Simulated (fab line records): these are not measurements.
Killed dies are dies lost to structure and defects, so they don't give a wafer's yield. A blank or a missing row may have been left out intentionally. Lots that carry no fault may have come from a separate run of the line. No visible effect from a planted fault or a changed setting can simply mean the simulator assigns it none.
Which tool is to blame? -- flow n5_finfet -- 10 lots, 30 wafers sampled, at 6 steps of a route of 1938

== WHAT THE GAUGES READ, wafer by wafer ==
N5_BEOL_M2_THK_MEAS_01. Usual: for M2_ILD_THK the level is 79.3 nm and the standard deviation is 0.93.
lot,measured,on,M2_ILD_THK (nm),flag
L939,day 7 17:12,film_metro-01,79.5 79.1 78.7,
L940,day 7 20:36,film_metro-02,161.7 160.5 160.3,OFF
L941,day 7 21:37,film_metro-02,78.2 79.5 79.9,
L945,day 8 22:38,film_metro-01,156.4 160.9 160.7,OFF
L947,day 9 09:05,film_metro-02,80.7 79.4 80.0,
L949,day 9 19:22,film_metro-01,78.3 79.7 79.5,
L950,day 10 00:55,film_metro-02,77.6 78.9 78.9,
L953,day 10 22:07,film_metro-02,79.6 81.2 80.6,
L957,day 12 01:50,film_metro-02,78.4 79.5 79.4,
L959,day 12 12:28,film_metro-02,77.8 77.8 79.3,

N5_BEOL_M4_RC_MEAS_101. Usual: DIBL_N 36.5 mV/V, standard deviation 1.4; DIBL_P 36.5 mV/V, standard deviation 1.6; IOFF_N 0.163 nA/um, standard deviation 0.022; IOFF_P 0.219 nA/um, standard deviation 0.029; ION_N 675 uA/um, standard deviation 8.3; ION_P 464 uA/um, standard deviation 6.2; SS_N 71.5 mV/dec, standard deviation 0.52; SS_P 73.4 mV/dec, standard deviation 0.57; VT_N 249.7 mV, standard deviation 2.6; VT_P -250 mV, standard deviation 3.
lot,measured,on,DIBL_N (mV/V),DIBL_P (mV/V),IOFF_N (nA/um),IOFF_P (nA/um),ION_N (uA/um),ION_P (uA/um),SS_N (mV/dec),SS_P (mV/dec),VT_N (mV),VT_P (mV),flag
L939,day 9 04:06,prober-02,35.5 36.6 34.2,37.1 38.6 34.9,0.148 0.168 0.125,0.205 0.224 0.172,671 675 659,465 460 456,71.2 71.8 70.9,73.5 73.5 72.6,253.1 249.6 253.6,-252 -252 -254,
L941,day 9 09:45,prober-02,35.2 37.9 36.1,34.1 36.5 35.4,0.142 0.191 0.153,0.178 0.215 0.193,667 691 671,462 463 459,71.2 72.1 71.2,73.3 73.6 73.2,253.4 248.8 251.1,-255 -253 -253,
L947,day 10 15:59,prober-02,35.2 36.1 38.4,36.0 36.6 39.9,0.148 0.172 0.212,0.232 0.246 0.302,675 668 682,468 468 472,70.5 71.4 71.5,72.0 72.3 73.9,250.1 247.9 244.5,-248 -247 -244,
L949,day 11 06:36,prober-01,34.8 35.3 36.8,35.5 36.7 38.5,0.147 0.165 0.186,0.234 0.258 0.295,664 683 668,466 474 473,71.8 72.0 73.2,73.1 73.3 73.8,249.3 247.6 245.2,-247 -245 -242,
L950,day 11 18:43,prober-02,34.4 35.7 35.8,35.2 37.0 36.9,0.136 0.159 0.158,0.204 0.217 0.223,666 682 670,464 461 466,71.6 71.2 71.7,73.7 73.5 73.5,253.6 253.2 249.6,-250 -250 -249,
L953,day 12 07:55,prober-02,37.0 37.5 37.3,38.0 37.7 37.9,0.185 0.187 0.180,0.256 0.247 0.249,686 677 680,470 460 467,71.1 72.3 71.8,73.8 73.7 73.4,248.4 250.2 248.8,-249 -247 -246,
L957,day 13 10:22,prober-01,35.9 34.6 36.0,37.2 35.2 37.6,0.158 0.136 0.166,0.203 0.166 0.203,675 668 682,467 458 463,71.4 70.9 71.8,73.2 73.3 73.5,251.6 251.9 249.8,-253 -258 -252,
L959,day 14 04:43,prober-02,36.6 37.2 34.9,35.7 36.7 33.8,0.149 0.164 0.132,0.218 0.243 0.196,661 665 667,460 458 467,71.8 72.8 71.7,73.4 73.9 72.7,251.6 250.0 254.0,-250 -248 -251,

== TOOL THAT RAN EACH LOT (tool first, then ch and the chambers of the sampled wafers, then the start) ==
lot,N5_BEOL_M1_SPUTTER_86,N5_BEOL_M1_ANNEAL_95,N5_BEOL_M1_SPUTTER_96,N5_BEOL_M2_ILD_DEP_00
L939,"pvd_sputter-02, day 7 12:17","pvd_sputter-02, day 7 13:16","pvd_sputter-02, day 7 13:23","pecvd-01 ch 0,1,2, day 7 17:09"
L940,"pvd_sputter-02, day 7 16:59","pvd_sputter-02, day 7 17:58","pvd_sputter-02, day 7 18:05","pecvd-04 ch 0,1,2, day 7 20:19"
L941,"pvd_sputter-02, day 7 19:04","pvd_sputter-02, day 7 20:01","pvd_sputter-02, day 7 20:10","pecvd-04 ch 1,2, day 7 21:32"
L945,"pvd_sputter-03, day 8 20:06","pvd_sputter-03, day 8 21:04","pvd_sputter-03, day 8 21:12","pecvd-01 ch 0,1, day 8 22:20"
L947,"pvd_sputter-02, day 9 06:49","pvd_sputter-02, day 9 07:46","pvd_sputter-02, day 9 07:55","pecvd-04 ch 0,1,2, day 9 09:01"
L949,"pvd_sputter-02, day 9 17:02","pvd_sputter-02, day 9 17:59","pvd_sputter-02, day 9 18:08","pecvd-02 ch 0, day 9 19:17"
L950,"pvd_sputter-03, day 9 22:35","pvd_sputter-03, day 9 23:33","pvd_sputter-03, day 9 23:41","pecvd-02 ch 0, day 10 00:50"
L953,"pvd_sputter-03, day 10 19:45","pvd_sputter-03, day 10 20:43","pvd_sputter-03, day 10 20:51","pecvd-04 ch 0,2, day 10 22:03"
L957,"pvd_sputter-03, day 11 23:34","pvd_sputter-03, day 12 00:31","pvd_sputter-03, day 12 00:40","pecvd-01 ch 0,2, day 12 01:46"
L959,"pvd_sputter-03, day 12 10:11","pvd_sputter-03, day 12 11:09","pvd_sputter-03, day 12 11:17","pecvd-02 ch 0,1,2, day 12 12:24"
- N5_BEOL_M1_SPUTTER_86: material Cu, target thk 4.5 nm, time 8.29 s.
- N5_BEOL_M1_ANNEAL_95: time 240 s.
- N5_BEOL_M1_SPUTTER_96: material Cu, target thk 4.5 nm, time 8.29 s.
- N5_BEOL_M2_ILD_DEP_00: deposits SiOC from DEMS/O2, target thk 79 nm, time 15.3 s.

== WHAT THE TOOLS THEMSELVES READ (means of the sampled wafers that have a number; where no wafer has one, the mark that the record gives instead) ==
N5_BEOL_M1_SPUTTER_86. Usual: throttle_valve_pct reads 30.5 % (standard deviation 0.43).
lot,tool,throttle_valve_pct (%),flag
L939,pvd_sputter-02,30.8,
L940,pvd_sputter-02,30.9,
L941,pvd_sputter-02,30.9,
L945,pvd_sputter-03,30.3,
L947,pvd_sputter-02,30.6,
L949,pvd_sputter-02,30.9,
L950,pvd_sputter-03,30.1,
L953,pvd_sputter-03,30.0,
L957,pvd_sputter-03,30.1,
L959,pvd_sputter-03,30.3,

N5_BEOL_M1_ANNEAL_95. Usual: heater_power_w reads 841 W (standard deviation 95).
lot,tool,heater_power_w (W),flag
L939,pvd_sputter-02,854,
L940,pvd_sputter-02,841,
L941,pvd_sputter-02,792,
L945,pvd_sputter-03,872,
L947,pvd_sputter-02,819,
L949,pvd_sputter-02,847,
L950,pvd_sputter-03,899,
L953,pvd_sputter-03,825,
L957,pvd_sputter-03,809,
L959,pvd_sputter-03,849,

N5_BEOL_M1_SPUTTER_96. Usual: throttle_valve_pct reads 30.5 % (standard deviation 0.41).
lot,tool,throttle_valve_pct (%),flag
L939,pvd_sputter-02,30.8,
L940,pvd_sputter-02,30.6,
L941,pvd_sputter-02,30.6,
L945,pvd_sputter-03,30.1,
L947,pvd_sputter-02,30.6,
L949,pvd_sputter-02,30.8,
L950,pvd_sputter-03,30.2,
L953,pvd_sputter-03,30.0,
L957,pvd_sputter-03,29.9,
L959,pvd_sputter-03,30.0,

N5_BEOL_M2_ILD_DEP_00. Usual: heater_power_w 499 W, standard deviation 68; rf_fwd_power_W 493.7 W, standard deviation 2.2; showerhead_plenum_p_Torr 5.693 Torr, standard deviation 0.012; showerhead_vpp_V 1391 V, standard deviation 51; throttle_valve_pct 12.0 %, standard deviation 0.64.
lot,tool,heater_power_w (W),rf_fwd_power_W (W),showerhead_plenum_p_Torr (Torr),showerhead_vpp_V (V),throttle_valve_pct (%),flag
L939,pecvd-01,443,495.2,5.693,1387,12.0,
L940,pecvd-04,459,491.7,5.697,1410,11.8,
L941,pecvd-04,475,493.6,5.703,1437,11.3,
L945,pecvd-01,450,494.9,5.675,1407,12.2,
L947,pecvd-04,470,493.7,5.708,1401,11.9,
L949,pecvd-02,437,496.1,5.690,1301,12.0,
L950,pecvd-02,412,496.5,5.691,1304,12.2,
L953,pecvd-04,480,491.6,5.697,1404,11.9,
L957,pecvd-01,485,492.9,5.697,1383,12.7,
L959,pecvd-02,578,494.1,5.676,1371,12.0,

== THE ANSWER, worked out from the rows above alone ==
Rule: take the mean of a lot's wafers that have a number; if it is more than 3 standard deviations from the usual mean, the lot is off. A lot without any number at a reading at which 4 lots or more have one is off too. All remaining lots with rows at the step are treated as sound. First the gauges in route order, then the tools' own readings, where a lot's mean is used as printed above. The first step at which some lot is off is used, and at that step the reading that is off furthest; a lot without a number counts as furthest.
Off: L940, L945, at N5_BEOL_M2_THK_MEAS_01 (M2_ILD_THK).
If a tool, at a process step before that reading, ran all the lots that are off and no sound lot after the first of them, it fits. Those tools and the gauges at N5_BEOL_M2_THK_MEAS_01 are tried in the same way. None of those tried fits.

== WHAT WAS PUT IN BY THE SIMULATOR ==
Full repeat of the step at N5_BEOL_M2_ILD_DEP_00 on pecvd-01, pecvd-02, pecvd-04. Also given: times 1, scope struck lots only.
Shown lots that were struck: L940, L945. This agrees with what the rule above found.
